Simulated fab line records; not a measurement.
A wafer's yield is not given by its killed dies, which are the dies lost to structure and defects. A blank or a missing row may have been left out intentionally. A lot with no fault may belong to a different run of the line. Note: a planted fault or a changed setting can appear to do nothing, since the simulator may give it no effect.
Split-lot trial || flow n5-finfet || 21 wafers read across 7 lots, on a route 1938 steps long

## THE SPLIT ITSELF
At N5_BEOL_M14_SPUTTER_43 (material TaN, target thk 15 nm, time 24.19 s), the setting power-w was moved away from the recipe's 15000 W on 3 of the 21 wafers read, by -16.9% to -11.9%. This setting was run at the recipe's value on the other wafers.

## FROM THE SPLIT TO THE READING: what the file shows between them, 4 steps
- N5_BEOL_M14_SPUTTER_44: material Ta, target thk 15 nm, time 24.19 s
- N5_BEOL_M14_SPUTTER_45: material Cu, target thk 100 nm, time 16.67 s
- N5_BEOL_M14_ECD_47: material Cu, target thk 1248 nm
- N5_BEOL_M14_ANNEAL_48: time 90 s

## THE READING
barrier-field-endpoint-s, in s, at N5_BEOL_M14_CMP_49 (polishes, stops on SiO2, t overpolish 5.2 s, target thk 560 nm). Fault-free wafers of this fab line usually give 11.53 s, standard deviation 0.26 s.

{"wafer": "L075.2", "tool, chamber at the split": "pvd-sputter-01, -", "power-w as run, W": 15000, "against the recipe": "recipe", "barrier-field-endpoint-s, s": 11.66, "against lot-mates on the recipe": "-"}
{"wafer": "L075.1", "tool, chamber at the split": "pvd-sputter-01, -", "power-w as run, W": 15000, "against the recipe": "recipe", "barrier-field-endpoint-s, s": 11.60, "against lot-mates on the recipe": "-"}
{"wafer": "L075.6", "tool, chamber at the split": "pvd-sputter-01, -", "power-w as run, W": 12950, "against the recipe": "-13.7%", "barrier-field-endpoint-s, s": 10.57, "against lot-mates on the recipe": -1.06}
{"wafer": "L076.4", "tool, chamber at the split": "pvd-sputter-02, -", "power-w as run, W": 15000, "against the recipe": "recipe", "barrier-field-endpoint-s, s": 11.11, "against lot-mates on the recipe": "-"}
{"wafer": "L076.2", "tool, chamber at the split": "pvd-sputter-02, -", "power-w as run, W": 15000, "against the recipe": "recipe", "barrier-field-endpoint-s, s": 11.21, "against lot-mates on the recipe": "-"}
{"wafer": "L076.5", "tool, chamber at the split": "pvd-sputter-02, -", "power-w as run, W": 13220, "against the recipe": "-11.9%", "barrier-field-endpoint-s, s": 10.52, "against lot-mates on the recipe": -0.64}
{"wafer": "L079.3", "tool, chamber at the split": "pvd-sputter-02, -", "power-w as run, W": 15000, "against the recipe": "recipe", "barrier-field-endpoint-s, s": 11.59, "against lot-mates on the recipe": "-"}
{"wafer": "L079.1", "tool, chamber at the split": "pvd-sputter-02, -", "power-w as run, W": 15000, "against the recipe": "recipe", "barrier-field-endpoint-s, s": 11.67, "against lot-mates on the recipe": "-"}
{"wafer": "L079.6", "tool, chamber at the split": "pvd-sputter-02, -", "power-w as run, W": 15000, "against the recipe": "recipe", "barrier-field-endpoint-s, s": 11.34, "against lot-mates on the recipe": "-"}
{"wafer": "L081.2", "tool, chamber at the split": "pvd-sputter-02, -", "power-w as run, W": 12470, "against the recipe": "-16.9%", "barrier-field-endpoint-s, s": 10.87, "against lot-mates on the recipe": -0.97}
{"wafer": "L081.3", "tool, chamber at the split": "pvd-sputter-02, -", "power-w as run, W": 15000, "against the recipe": "recipe", "barrier-field-endpoint-s, s": 11.87, "against lot-mates on the recipe": "-"}
{"wafer": "L081.5", "tool, chamber at the split": "pvd-sputter-02, -", "power-w as run, W": 15000, "against the recipe": "recipe", "barrier-field-endpoint-s, s": 11.82, "against lot-mates on the recipe": "-"}
{"wafer": "L089.1", "tool, chamber at the split": "pvd-sputter-03, -", "power-w as run, W": 15000, "against the recipe": "recipe", "barrier-field-endpoint-s, s": 11.59, "against lot-mates on the recipe": "-"}
{"wafer": "L089.4", "tool, chamber at the split": "pvd-sputter-03, -", "power-w as run, W": 15000, "against the recipe": "recipe", "barrier-field-endpoint-s, s": 11.45, "against lot-mates on the recipe": "-"}
{"wafer": "L089.6", "tool, chamber at the split": "pvd-sputter-03, -", "power-w as run, W": 15000, "against the recipe": "recipe", "barrier-field-endpoint-s, s": 11.43, "against lot-mates on the recipe": "-"}
{"wafer": "L093.1", "tool, chamber at the split": "pvd-sputter-01, -", "power-w as run, W": 15000, "against the recipe": "recipe", "barrier-field-endpoint-s, s": 11.91, "against lot-mates on the recipe": "-"}
{"wafer": "L093.3", "tool, chamber at the split": "pvd-sputter-01, -", "power-w as run, W": 15000, "against the recipe": "recipe", "barrier-field-endpoint-s, s": 11.97, "against lot-mates on the recipe": "-"}
{"wafer": "L093.4", "tool, chamber at the split": "pvd-sputter-01, -", "power-w as run, W": 15000, "against the recipe": "recipe", "barrier-field-endpoint-s, s": 11.27, "against lot-mates on the recipe": "-"}
{"wafer": "L088.3", "tool, chamber at the split": "pvd-sputter-01, -", "power-w as run, W": 15000, "against the recipe": "recipe", "barrier-field-endpoint-s, s": 11.38, "against lot-mates on the recipe": "-"}
{"wafer": "L088.5", "tool, chamber at the split": "pvd-sputter-01, -", "power-w as run, W": 15000, "against the recipe": "recipe", "barrier-field-endpoint-s, s": 11.38, "against lot-mates on the recipe": "-"}
{"wafer": "L088.6", "tool, chamber at the split": "pvd-sputter-01, -", "power-w as run, W": 15000, "against the recipe": "recipe", "barrier-field-endpoint-s, s": 11.37, "against lot-mates on the recipe": "-"}

THE FIT
A straight line over all 21 wafers: barrier-field-endpoint-s changes by +0.0591 s for each +1% of power-w; r = +0.77; the points scatter about the line by 0.26 s.
The same after taking each lot's own level away (the mean of its wafers on the recipe; 21 wafers): +0.0629 s for each +1%; r = +0.91; scatter 0.15 s.
Per that fit: largest power-w move, reading shift of 1.1 s.
Measured against the standard deviation above, the lots' own levels, which go from 11.160 to 11.845 s, span 2.6 times it.
So the lot-to-lot level blurs the effect unless lot-mates are compared.
Check: for one of the wafers moved furthest among these (-16.9%), held out of the fit, the line's prediction against its lot-mates is -1.14 s. It came out at -0.975 s against them.

## THE OTHER SPLITS THESE WAFERS WENT THROUGH
Before the reading, these wafers also passed through other splits. Each is held against what the fit with the lots' levels taken away leaves over:
{"other split on the same wafers": "N5_BEOL_M13_TRENCH_ETCH_34 time-s", "wafers away from the commonest value": 8, "r with barrier-field-endpoint-s (lot level and that fit taken away)": "+0.08"}

## THE WHOLE CHAIN: every reading that the file lists as answering this split, in the file's order
{"step": "N5_BEOL_M14_SPUTTER_43", "what it does": "material TaN, target thk 15 nm, time 24.19 s", "reading": "TaN_of_BEOL_M14_SPUTTER_43.thk-nm (the simulator's own value, which no gauge read)", "change (the file's fit)": "+0.159 nm for each +1% of the setting", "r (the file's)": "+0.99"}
{"step": "N5_BEOL_M14_CMP_49", "what it does": "polishes, stops on SiO2, t overpolish 5.2 s, target thk 560 nm", "reading": "barrier-field-endpoint-s", "change (the file's fit)": "+0.063 s for each +1% of the setting", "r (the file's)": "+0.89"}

## THE FILE'S OWN FIT
barrier-field-endpoint-s changes by +0.063 s for each +1% of power-w, r = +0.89.
